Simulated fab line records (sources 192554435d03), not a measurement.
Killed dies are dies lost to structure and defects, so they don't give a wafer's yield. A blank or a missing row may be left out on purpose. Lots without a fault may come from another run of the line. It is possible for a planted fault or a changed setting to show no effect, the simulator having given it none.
Split-lot experiment + flow n5 finfet + 21 wafers read from 7 lots, route of 1938 steps

THE SPLIT
At N5_SD_EPI_P_EPI_21 (deposits SiGe:B, time 355 s), the setting temp c was moved away from the recipe's 550 C on 8 of the 21 wafers read, by -0.5% to +0.7%. All remaining wafers had this setting at the recipe value.

FROM THE SPLIT TO THE READING: what the file shows between them, 7 steps
- N5_SD_EPI_P_HM_STRIP_48: strips SiNx in H3PO4, material SiNx, target depth 3 nm
- N5_SD_EPI_P_SRD_49: time 30 s
- N5_SD_EPI_P_PRECLEAN_24: cleans in O3/DIW, time 45 s
- N5_SD_EPI_P_PRECLEAN_32: cleans in dHF, time 10 s
- N5_SD_EPI_P_PRECLEAN_33: cleans in SC2, time 45 s
- N5_SD_ACTIVATION_RTA_00: time 0 s
- N5_SD_ACTIVATION_LSA_01: time 0.0008 s

THE READING
RS_SD_P, in ohm/sq, at N5_SD_ACTIVATION_RS_MEAS_03 (measures by four-point-probe). Fault-free wafers of this fab line usually give 55.9 ohm/sq, standard deviation 0.75 ohm/sq.

| wafer  | tool, chamber at the split | temp c as run, C | against the recipe | RS_SD_P, ohm/sq | against lot-mates on the recipe |
|--------|----------------------------|------------------|--------------------|-----------------|---------------------------------|
| L074.1 | epi rpcvd-02, 0            | 550              | recipe             | 56.0            | -                               |
| L074.2 | epi rpcvd-02, 0            | 550              | recipe             | 56.2            | -                               |
| L074.3 | epi rpcvd-02, 0            | 547.1            | -0.5%              | 60.7            | +4.6                            |
| L076.2 | epi rpcvd-03, 0            | 550              | recipe             | 56.3            | -                               |
| L076.3 | epi rpcvd-03, 0            | 550              | recipe             | 56.9            | -                               |
| L076.6 | epi rpcvd-03, 0            | 550              | recipe             | 56.4            | -                               |
| L078.4 | epi rpcvd-02, 0            | 547.1            | -0.5%              | 59.3            | +3.8                            |
| L078.5 | epi rpcvd-02, 0            | 550              | recipe             | 55.5            | -                               |
| L078.6 | epi rpcvd-02, 0            | 547.1            | -0.5%              | 59.9            | +4.4                            |
| L080.1 | epi rpcvd-03, 0            | 550              | recipe             | 53.9            | -                               |
| L080.3 | epi rpcvd-03, 0            | 550              | recipe             | 54.5            | -                               |
| L080.6 | epi rpcvd-03, 0            | 550              | recipe             | 54.7            | -                               |
| L084.1 | epi rpcvd-02, 0            | 550              | recipe             | 55.1            | -                               |
| L084.2 | epi rpcvd-02, 0            | 553.9            | +0.7%              | 48.9            | -6.3                            |
| L084.4 | epi rpcvd-02, 0            | 550              | recipe             | 55.2            | -                               |
| L089.2 | epi rpcvd-03, 0            | 551.3            | +0.2%              | 54.5            | -1.3                            |
| L089.4 | epi rpcvd-03, 0            | 550              | recipe             | 55.8            | -                               |
| L089.6 | epi rpcvd-03, 0            | 551.3            | +0.2%              | 55.1            | -0.7                            |
| L093.2 | epi rpcvd-03, 0            | 550              | recipe             | 55.3            | -                               |
| L093.5 | epi rpcvd-03, 0            | 547              | -0.5%              | 59.3            | +4.0                            |
| L093.6 | epi rpcvd-03, 0            | 547              | -0.5%              | 60.2            | +4.9                            |

FIT RESULTS
A straight line over all 21 wafers: RS_SD_P changes by -8.1 ohm/sq for each +1% of temp c; r = -0.95; the points scatter about the line by 0.86 ohm/sq.
The same after taking each lot's own level away (the mean of its wafers on the recipe; 21 wafers): -8.03 ohm/sq for each +1%; r = -0.99; scatter 0.42 ohm/sq.
The reading moves by 5.7 ohm/sq for the largest change in temp c, on that fit.
Measured against the standard deviation above, the lots' own levels, which go from 54.37 to 56.53 ohm/sq, span 2.9 times it.
Consequently the slope shifts little with the lot-to-lot level, the two slopes agreeing.
Check: for one of the wafers moved furthest among these (+0.7%), held out of the fit, the line's prediction against its lot-mates is -5.26 ohm/sq. Against them it came out at -6.25 ohm/sq.

ADDITIONAL SPLITS CARRIED BY THESE WAFERS
These wafers also went through other splits before the reading. Each is held against what the fit with the lots' levels taken away leaves over:
| other split on the same wafers     | wafers away from the commonest value | r with RS_SD_P (lot level and that fit taken away) |
|------------------------------------|--------------------------------------|----------------------------------------------------|
| N5_FIN_SAQP_ETCH_52 source w       | 6                                    | -0.25                                              |
| N5_FIN_CUT_CUT_ETCH_26 time s      | 6                                    | +0.02                                              |
| N5_DUMMY_GATE_COAT_09 spin rpm     | 10                                   | -0.38                                              |
| N5_SD_EPI_N_COAT_33 spin rpm       | 11                                   | +0.35                                              |
| N5_SD_EPI_N_PEB_07 peb time s      | 9                                    | +0.28                                              |
| N5_SD_EPI_P_ETCH_16 target depth a | 5                                    | +0.09                                              |

THE WHOLE CHAIN: every reading that the file lists as answering this split, in the file's order
| step                        | what it does                                           | reading                                                                           | change (the file's fit)              | r (the file's) |
|-----------------------------|--------------------------------------------------------|-----------------------------------------------------------------------------------|--------------------------------------|----------------|
| N5_SD_EPI_P_EPI_21          | deposits SiGe:B, time 355 s                            | SiGe-B_of_SD_EPI_P_EPI_21.thk nm (the simulator's own value, which no gauge read) | +7.95 nm for each +1% of the setting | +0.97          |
| N5_SD_EPI_P_HM_STRIP_48     | strips SiNx in H3PO4, material SiNx, target depth 3 nm | SiGe-B_of_SD_EPI_P_EPI_21.thk nm (the simulator's own value, which no gauge read) | +7.83 nm for each +1% of the setting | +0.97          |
| N5_SD_EPI_P_PRECLEAN_24     | cleans in O3/DIW, time 45 s                            | SiGe-B_of_SD_EPI_P_EPI_21.thk nm (the simulator's own value, which no gauge read) | +7.9 nm for each +1% of the setting  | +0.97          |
| N5_SD_ACTIVATION_RS_MEAS_03 | measures by four-point-probe                           | RS_SD_P                                                                           | -8.29 for each +1% of the setting    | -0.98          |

THE FILE'S OWN FIT
RS_SD_P changes by -8.29 ohm/sq for each +1% of temp c, r = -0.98.
